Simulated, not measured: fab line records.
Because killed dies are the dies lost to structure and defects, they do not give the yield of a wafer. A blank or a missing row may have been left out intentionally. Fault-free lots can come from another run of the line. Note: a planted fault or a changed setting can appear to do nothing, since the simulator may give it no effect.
fab line records | flow n5-finfet
[record] lots = 7 wafers = 21 last-day = 17
route steps=1938 shown BEOL_M4@1079 PASSIVATION@1936
lots untouched by any fault: they come from a run of this same line in which no faults occurred
start-h: hours from the record's first day to the start of the lot's first wafer shown | wait-h: hours elapsed since this lot's preceding step | " the same as in the row above | L1.1+2: a row that stands for several wafers | - no value present, or no start provided | * or withheld: withheld | < > ~ a bound
route shown NAME@n: NAME is a module with steps in the file, n the number in the route of the first one | usual: average and standard deviation across the fault-free wafers | same: alike in all rows | chamber/n: place in a boat | sites: each site's reading | _std_site: the standard deviation of these | _edge_site: the outer-site mean with the inner-site mean subtracted | radius-mm: how far each site lies from the wafer's centre | mask NAME#n: copy n | behind: tool/chamber where the wafer was last shaped | hold: cause of the lot's hold/its duration in hours/its outcome | device: transistor that didn't switch, given as n, p or np | end of line: the same wafers' tests at the end of the route | where a step has no rows: the recipe by itself | killed: not the wafer's yield, but the dies lost to structure and defects at the first sort | map: per-die view of a wafer (x killed, . not killed, _ where there is no die)
set.NAME: the setting that was run; set.NAME@STEP: the one run at that earlier step | model.NAME: the simulator's own value behind a step, which no gauge read
lots seen at some steps along the route; tables by step, rows by wafer
services: from which hour (start-h, from the record's first day; less than 0 if before it) a tool's chamber was out of use, for how many hours, and why
[[steps]]
[step N5_BEOL_M4_DEGAS_44]
[recipe] ambient = vacuum temp-c = 250 time-s = 60
[step N5_BEOL_M4_PRE_CLEAN_45]
[recipe] gas = H2/He time-s = 30 temp-c = 250
[step N5_BEOL_M4_ALD_84]
[recipe] material = TaN target-thk-a = * temp-c = 275 ald-precursor-family = PDMAT ald-co-reactant = NH3 pressure-torr = 3 carrier-flow-sccm = 1500 pulse-time-s = 2 purge-time-s = 3 co-reactant-purge-time-s = 2 co-reactant-pulse-time-s = 3 ald-cycles = 30 precursor-vessel-temp-c = 75 precursor-vessel-pressure-torr = 26.25 precursor-vessel-carrier-sccm = 1000
[usual] heater-power-w = 410/43
// columns lot.wafer tool chamber start-h wait-h heater-power-w
L914.1 ald-metal-02 1 199.65 0.0 390
L914.2 " 3 " " 427
L914.4 " 2 " " 421
L916.2 ald-metal-03 2 211.72 0.0 484
L916.3 " 3 " " 406
L916.4 " 0 " " 432
L918.1 ald-metal-04 0 227.83 0.0 385
L918.3 " 1 " " 460
L918.5 " 1 " " 452
L922.3 ald-metal-02 2 227.95 0.0 403
L922.4 " 0 " " 336
L922.6 " 2 " " 411
L931.2 ald-metal-02 3 296.36 0.2 423
L931.3 " 0 " " 336
L931.6 " 0 " " 346
L935.2 ald-metal-02 3 303.70 0.1 425
L935.4 " 1 " " 397
L935.6 " 2 " " 412
L934.1 ald-metal-03 0 311.30 0.1 440
L934.2 " 3 " " 418
L934.4 " 2 " " 468
[step N5_BEOL_M4_SURFACE_TREAT_85]
[recipe] gas = Ar time-s = * ion-energy-ev = * ion-current-ma-cm2 = 0.5 pressure-mtorr = * ar-flow-sccm = 30
[usual] throttle-valve-pct = *
// columns lot.wafer tool chamber start-h wait-h throttle-valve-pct
L914.1 pvd-sputter-03 - 199.88 0.1 *
L914.2 " - " " *
L914.4 " - " " *
L916.2 pvd-sputter-01 - 212.08 0.3 *
L916.3 " - " " *
L916.4 " - " " *
L918.1 pvd-sputter-02 - 228.13 0.2 *
L918.3 " - " " *
L918.5 " - " " *
L922.3 pvd-sputter-03 - 228.29 0.2 *
L922.4 " - " " *
L922.6 " - " " *
L931.2 pvd-sputter-02 - 296.60 0.1 *
L931.3 " - " " *
L931.6 " - " " *
L935.2 pvd-sputter-01 - 303.96 0.2 *
L935.4 " - " " *
L935.6 " - " " *
L934.1 pvd-sputter-03 - 311.66 0.3 *
L934.2 " - " " *
L934.4 " - " " *
[step N5_BEOL_M4_CVD_47]
[recipe] material = Co target-thk-a = 30 temp-c = withheld precursor = CCTBA/H2 pressure-torr = 30 time-s = 223.8
[step N5_BEOL_M4_SPUTTER_48]
[recipe] material = Cu target-thk-a = 45 temp-c = -20 chamber-pressure-pa = 0.07 power-w = withheld time-s = 8.29
[step N5_BEOL_M4_ANNEAL_49]
[recipe] temp-c = 400 time-s = 240 ambient = vacuum
[step N5_BEOL_M4_SPUTTER_79]
[recipe] material = Cu target-thk-a = 45 temp-c = -20 chamber-pressure-pa = 0.07 power-w = withheld time-s = 8.29
[usual] throttle-valve-pct = 29.5/0.78
// columns lot.wafer tool chamber start-h wait-h throttle-valve-pct
L914.1 pvd-sputter-02 - 200.37 0.1 30.2
L914.2 " - " " 29.5
L914.4 " - " " 29.2
L916.2 pvd-sputter-01 - 212.82 0.1 29.8
L916.3 " - " " 30.3
L916.4 " - " " 30.0
L918.1 pvd-sputter-03 - 228.71 0.1 28.5
L918.3 " - " " 30.0
L918.5 " - " " 29.8
L922.3 pvd-sputter-02 - 228.83 0.1 29.0
L922.4 " - " " 28.0
L922.6 " - " " 27.9
L931.2 pvd-sputter-02 - 297.11 0.1 27.9
L931.3 " - " " 29.6
L931.6 " - " " 29.0
L935.2 pvd-sputter-03 - 304.50 0.1 30.5
L935.4 " - " " 29.1
L935.6 " - " " 29.1
L934.1 pvd-sputter-03 - 312.36 0.1 29.5
L934.2 " - " " 29.4
L934.4 " - " " 30.5
[step N5_BEOL_M4_ANNEAL_80]
[recipe] temp-c = 400 time-s = 240 ambient = vacuum
[usual] heater-power-w = 782/70 susceptor-temp-C = 399.98/0.24
// columns lot.wafer tool chamber start-h wait-h heater-power-w susceptor-temp-C
L914.1 pvd-sputter-02 - 200.45 0.0 758 399.62
L914.2 " - " " 797 400.24
L914.4 " - " " 895 399.74
L916.2 pvd-sputter-01 - 212.90 0.0 628 399.83
L916.3 " - " " 747 400.24
L916.4 " - " " 712 399.83
L918.1 pvd-sputter-03 - 228.79 0.0 805 399.99
L918.3 " - " " 806 400.05
L918.5 " - " " 883 400.03
L922.3 pvd-sputter-02 - 228.91 0.0 906 399.99
L922.4 " - " " 864 400.26
L922.6 " - " " 848 400.24
L931.2 pvd-sputter-02 - 297.19 0.0 836 399.56
L931.3 " - " " 785 399.54
L931.6 " - " " 924 400.46
L935.2 pvd-sputter-03 - 304.58 0.0 783 399.83
L935.4 " - " " 750 400.22
L935.6 " - " " 731 400.17
L934.1 pvd-sputter-03 - 312.44 0.0 870 399.92
L934.2 " - " " 749 399.78
L934.4 " - " " 808 400.11
[step N5_BEOL_M4_SPUTTER_81]
[recipe] material = Cu target-thk-a = 45 temp-c = -20 chamber-pressure-pa = 0.07 power-w = withheld time-s = 8.29
[usual] throttle-valve-pct = 29.5/0.76
// columns lot.wafer tool chamber start-h wait-h throttle-valve-pct
L914.1 pvd-sputter-02 - 200.59 0.1 30.5
L914.2 " - " " 29.8
L914.4 " - " " 29.3
L916.2 pvd-sputter-01 - 213.04 0.1 29.7
L916.3 " - " " 30.5
L916.4 " - " " 29.7
L918.1 pvd-sputter-03 - 228.93 0.1 28.5
L918.3 " - " " 30.2
L918.5 " - " " 29.6
L922.3 pvd-sputter-02 - 229.05 0.1 29.5
L922.4 " - " " 28.0
L922.6 " - " " 28.0
L931.2 pvd-sputter-02 - 297.33 0.1 28.1
L931.3 " - " " 29.9
L931.6 " - " " 29.2
L935.2 pvd-sputter-03 - 304.72 0.1 30.2
L935.4 " - " " 29.1
L935.6 " - " " 29.1
L934.1 pvd-sputter-03 - 312.58 0.1 29.7
L934.2 " - " " 29.0
L934.4 " - " " 30.3
[step N5_BEOL_M4_ANNEAL_82]
[recipe] temp-c = 400 time-s = 240 ambient = vacuum
[step N5_BEOL_M4_SPUTTER_86]
[recipe] material = Cu target-thk-a = 45 temp-c = -20 chamber-pressure-pa = 0.07 power-w = withheld time-s = 8.29
[step N5_BEOL_M4_ANNEAL_87]
[recipe] temp-c = 400 time-s = 240 ambient = vacuum
[usual] heater-power-w = 782/68 susceptor-temp-C = 400.02/0.21
// columns lot.wafer tool chamber start-h wait-h heater-power-w susceptor-temp-C
L914.1 pvd-sputter-02 - 200.89 0.0 754 400.04
L914.2 " - " " 783 400.07
L914.4 " - " " 931 400.13
L916.2 pvd-sputter-01 - 213.34 0.0 - -
L916.3 " - " " - -
L916.4 " - " " - -
L918.1 pvd-sputter-03 - 229.23 0.0 - -
L918.3 " - " " - -
L918.5 " - " " - -
L922.3 pvd-sputter-02 - 229.35 0.0 - -
L922.4 " - " " - -
L922.6 " - " " - -
L931.2 pvd-sputter-02 - 297.63 0.0 827 399.80
L931.3 " - " " 799 399.92
L931.6 " - " " 897 399.94
L935.2 pvd-sputter-03 - 305.02 0.0 812 400.34
L935.4 " - " " 735 399.95
L935.6 " - " " 737 399.80
L934.1 pvd-sputter-03 - 312.88 0.0 857 400.11
L934.2 " - " " 732 400.08
L934.4 " - " " 782 399.64
[step N5_BEOL_M4_SPUTTER_88]
[recipe] material = Cu target-thk-a = 45 temp-c = -20 chamber-pressure-pa = 0.07 power-w = withheld time-s = 8.29
[step N5_BEOL_M4_RC_MEAS_101]
[usual] DIBL_N = 36.3/1.2 DIBL_P = 36.3/1.4 IOFF_N = 0.157/0.02 IOFF_P = 0.22/0.033 ION_N = 675/9.6 ION_P = 465/8.2 SS_N = 71.4/0.45 SS_P = 73.3/0.54 VT_N = 249.8/2.5 VT_P = -249/3.2
// columns lot.wafer tool chamber start-h wait-h DIBL_N[mV/V] DIBL_P[mV/V] IOFF_N[nA/um] IOFF_P[nA/um] ION_N[uA/um] ION_P[uA/um] SS_N[mV/dec] SS_P[mV/dec] VT_N[mV] VT_P[mV]
L914.1 prober-02 0 203.05 0.0 37.3 38.1 0.180 0.25 680 473 72.2 73.1 251.2 -247
L914.2 " 0 " " 34.9 35.0 0.127 0.19 668 464 70.9 73.0 252.0 -249
L914.4 " 0 " " 37.5 38.4 0.191 0.26 690 476 72.1 74.0 246.9 -246
L916.2 prober-01 0 215.79 0.2 37.1 35.8 0.157 0.22 678 467 72.0 73.1 252.2 -249
L916.3 " 0 " " 37.9 36.4 0.161 0.22 665 458 71.9 73.6 247.9 -249
L916.4 " 0 " " 36.8 35.4 0.151 0.20 668 456 71.0 72.8 250.5 -250
L918.1 prober-02 0 231.35 0.0 36.4 36.1 0.146 0.20 672 464 71.4 73.2 250.4 -252
L918.3 " 0 " " 36.2 36.4 0.148 0.20 671 460 72.2 73.5 251.3 -251
L918.5 " 0 " " 35.3 35.2 0.132 0.19 666 464 71.2 72.3 252.5 -252
L922.3 prober-01 0 232.58 0.7 33.2 34.0 0.131 0.19 665 463 71.2 72.3 252.8 -248
L922.4 " 0 " " 33.6 34.4 0.138 0.19 651 457 71.0 72.2 248.5 -247
L922.6 " 0 " " 32.5 34.1 0.128 0.19 668 461 71.4 73.1 250.6 -247
L931.2 prober-01 0 299.91 0.2 35.5 34.6 0.132 0.16 658 449 70.8 73.6 253.1 -259
L931.3 " 0 " " 36.5 35.0 0.150 0.17 660 447 71.7 73.3 251.5 -254
L931.6 " 0 " " 35.5 34.3 0.132 0.16 661 449 71.6 74.4 254.8 -259
L935.2 prober-01 0 307.35 0.2 37.1 37.2 0.175 0.28 680 472 71.5 73.8 246.7 -245
L935.4 " 0 " " 36.1 35.8 0.147 0.25 665 465 71.4 72.6 250.7 -246
L935.6 " 0 " " 36.9 37.3 0.168 0.27 670 472 71.8 73.5 249.9 -245
L934.1 prober-02 0 315.03 0.0 35.3 34.1 0.138 0.21 673 469 70.9 74.0 251.2 -247
L934.2 " 0 " " 36.9 36.3 0.167 0.25 680 475 71.6 73.2 248.0 -246
L934.4 " 0 " " 37.5 36.9 0.182 0.25 687 470 71.6 74.2 248.5 -246
[step N5_PASSIVATION_PROBE_49]
[usual] defect-limited-yield = 91.1/1.4 killed_at_M0_to_M3 = 33/10 killed_at_M4_up = 15/5.8 killed-at-contacts = 13/5.9 killed-at-front-end = 39/11 killed-at-other = 4/3.6 killed-dies = 105/16 killed-open = 68/11 killed-short = 34/7.8 sort_bin_5_function = 5.2/0.88 sort_bin_6_memory = 3.3/0.61 sort-n-pass = 1075/16 sort-yield-pct = 91.1/1.4
[same] gross-dies = 1180 killed-at-back-side = 0 sort_bin_4_leakage[%] = 0 sort_bin_8_speed[%] = 0
// columns lot.wafer tool chamber start-h wait-h defect-limited-yield[%] killed_at_M0_to_M3 killed_at_M4_up killed-at-contacts killed-at-front-end killed-at-other killed-dies killed-open killed-short sort_bin_5_function[%] sort_bin_6_memory[%] sort-n-pass sort-yield-pct[%]
L916.2 prober-01 - 311.13 0.1 90.3 50 12 10 41 1 114 76 34 5.1 4.0 1066 90.3
L916.3 prober-01 - 311.18 0.1 90.4 37 18 13 42 3 113 82 29 5.8 3.6 1067 90.4
L916.4 prober-01 - 311.23 0.2 89.2 41 15 15 50 6 127 80 45 6.8 3.6 1053 89.2
L918.1 prober-01 - 340.65 0.0 90.0 27 15 27 44 5 118 83 34 6.7 2.9 1062 90.0
L918.3 prober-01 - 340.75 0.1 91.3 11 9 18 63 2 103 73 27 5.0 3.6 1077 91.3
L918.5 prober-01 - 340.85 0.2 90.3 30 17 20 40 7 114 75 38 5.8 3.3 1066 90.3
L931.2 prober-02 - 402.35 0.1 92.3 22 17 15 33 4 91 59 31 4.3 3.2 1089 92.3
L931.3 prober-02 - 402.40 0.1 90.8 41 21 10 34 2 108 67 39 5.6 3.2 1072 90.8
L931.6 prober-02 - 402.55 0.3 88.7 42 29 25 34 3 133 92 38 6.6 4.2 1047 88.7
L934.1 prober-01 - 414.24 0.0 91.5 28 10 11 44 7 100 63 35 5.0 3.3 1080 91.5
L934.2 prober-01 - 414.29 0.1 92.7 24 14 15 32 1 86 64 22 4.3 2.9 1094 92.7
L934.4 prober-01 - 414.39 0.2 92.7 25 11 13 36 1 86 56 28 4.3 2.8 1094 92.7
// killed by level:class
L916.2 FIN_SAQP:geometric-particle:open=23 BEOL_M0_SAQP:geometric-particle:short=15 BEOL_M0_SAQP:geometric-particle:open=11 FIN_SAQP:geometric-particle:short=7 BEOL_M2:geometric-particle:open=7 MOL_CONTACT_COAG:geometric-particle:open=6 BEOL_M4:geometric-particle:open=6 BEOL_M1:geometric-particle:open=5
L916.3 FIN_SAQP:geometric-particle:open=14 STI_FIN_REVEAL:geometric-particle:open=11 BEOL_M0_SAQP:geometric-particle:open=10 MOL_CONTACT_COAG:geometric-particle:open=9 BEOL_M0_SAQP:geometric-particle:short=9 FIN_SAQP:geometric-particle:short=8 BEOL_M1:geometric-particle:open=5 DUMMY_GATE:geometric-particle:open=4
L916.4 STI_FIN_REVEAL:geometric-particle:open=20 MOL_CONTACT_COAG:geometric-particle:open=12 BEOL_M0_SAQP:geometric-particle:short=11 FIN_SAQP:geometric-particle:open=10 FIN_SAQP:geometric-particle:short=8 BEOL_M1:geometric-particle:open=8 BEOL_M0_SAQP:geometric-particle:open=5 BEOL_M2:geometric-particle:open=5
L918.1 MOL_CONTACT_COAG:geometric-particle:open=20 FIN_SAQP:geometric-particle:open=16 STI_FIN_REVEAL:geometric-particle:open=8 FIN_SAQP:geometric-particle:short=7 BEOL_M5:geometric-particle:open=7 MOL_CONTACT_COAG:geometric-particle:short=7 BEOL_M0_SAQP:geometric-particle:open=6 BEOL_M3:geometric-particle:open=5
L918.3 STI_FIN_REVEAL:geometric-particle:open=16 MOL_CONTACT_COAG:geometric-particle:open=14 FIN_SAQP:geometric-particle:open=13 FIN_SAQP:geometric-particle:short=7 ILD0:geometric-particle:short=4 ILD0:geometric-particle:open=4 GATE_CUT:geometric-particle:short=4 GATE_CUT:geometric-particle:open=4
L918.5 MOL_CONTACT_COAG:geometric-particle:open=13 FIN_SAQP:geometric-particle:open=9 BEOL_M1:geometric-particle:open=9 BEOL_M2:geometric-particle:open=7 MOL_CONTACT_COAG:geometric-particle:short=6 FIN_SAQP:geometric-particle:short=5 DUMMY_GATE:geometric-particle:open=5 BEOL_M5:geometric-particle:short=5
L931.2 MOL_CONTACT_COAG:geometric-particle:open=12 FIN_SAQP:geometric-particle:short=9 STI_FIN_REVEAL:geometric-particle:open=7 BEOL_M4:geometric-particle:open=7 BEOL_M0_SAQP:geometric-particle:short=6 BEOL_M1:geometric-particle:open=6 BEOL_M0_SAQP:geometric-particle:open=5 STARTING-WAFER:geometric-particle:open=5
L931.3 BEOL_M3:geometric-particle:open=15 BEOL_M4:geometric-particle:open=9 BEOL_M0_SAQP:geometric-particle:short=8 FIN_SAQP:geometric-particle:short=7 STI_FIN_REVEAL:geometric-particle:open=7 MOL_CONTACT_COAG:geometric-particle:open=6 BEOL_M0:geometric-particle:open=4 GATE_CUT:geometric-particle:open=4
L931.6 MOL_CONTACT_COAG:geometric-particle:open=21 BEOL_M4:geometric-particle:open=13 BEOL_M0_SAQP:geometric-particle:short=11 STI_FIN_REVEAL:geometric-particle:open=9 BEOL_M0_SAQP:geometric-particle:open=9 BEOL_M1:geometric-particle:open=7 BEOL_M3:geometric-particle:open=7 BEOL_M4:geometric-particle:short=7
L934.1 STI_FIN_REVEAL:geometric-particle:open=15 MOL_CONTACT_COAG:geometric-particle:open=10 BEOL_M0_SAQP:geometric-particle:short=8 GATE_CUT:geometric-particle:short=6 STARTING-WAFER:geometric-particle:short=6 BEOL_M5:geometric-particle:open=5 BEOL_M0:geometric-particle:open=4 BEOL_M2:geometric-particle:open=4
L934.2 MOL_CONTACT_COAG:geometric-particle:open=13 STI_FIN_REVEAL:geometric-particle:open=7 BEOL_M1:geometric-particle:open=7 FIN_SAQP:geometric-particle:open=6 BEOL_M3:geometric-particle:open=6 FIN_SAQP:geometric-particle:short=5 BEOL_M4:geometric-particle:open=5 BEOL_M3:geometric-particle:short=5
L934.4 MOL_CONTACT_COAG:geometric-particle:open=10 BEOL_M1:geometric-particle:open=10 STARTING-WAFER:geometric-particle:open=7 GATE_CUT:geometric-particle:short=6 STI_FIN_REVEAL:geometric-particle:open=5 FIN_SAQP:geometric-particle:short=4 FIN_SAQP:geometric-particle:open=4 GATE_CUT:geometric-particle:open=4
[[services]]
// columns tool chamber start-h hours kind
pvd-sputter-02 - 185.64 12.6 repair
ald-metal-04 2 221.73 19.1 repair
ald-metal-03 - 230.14 8.7 pm
ald-metal-02 0 300.13 4.0 repair
[[key]]
[first-sign] step = N5_BEOL_M4_ANNEAL_87 reading = tool-record direction = missing
effect none on later readings
met-at N5_BEOL_M4_ANNEAL_87
struck-wafers L916.2,L916.3,L916.4,L918.1,L918.3,L918.5,L922.3,L922.4,L922.6
onset-between 200.89 213.34
[fault] kind = skipped-step-whole tool = pvd-sputter-01,pvd-sputter-02,pvd-sputter-03 chamber = - onset-h = 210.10 steps = N5_BEOL_M4_ANNEAL_87 scope = struck-lots-only
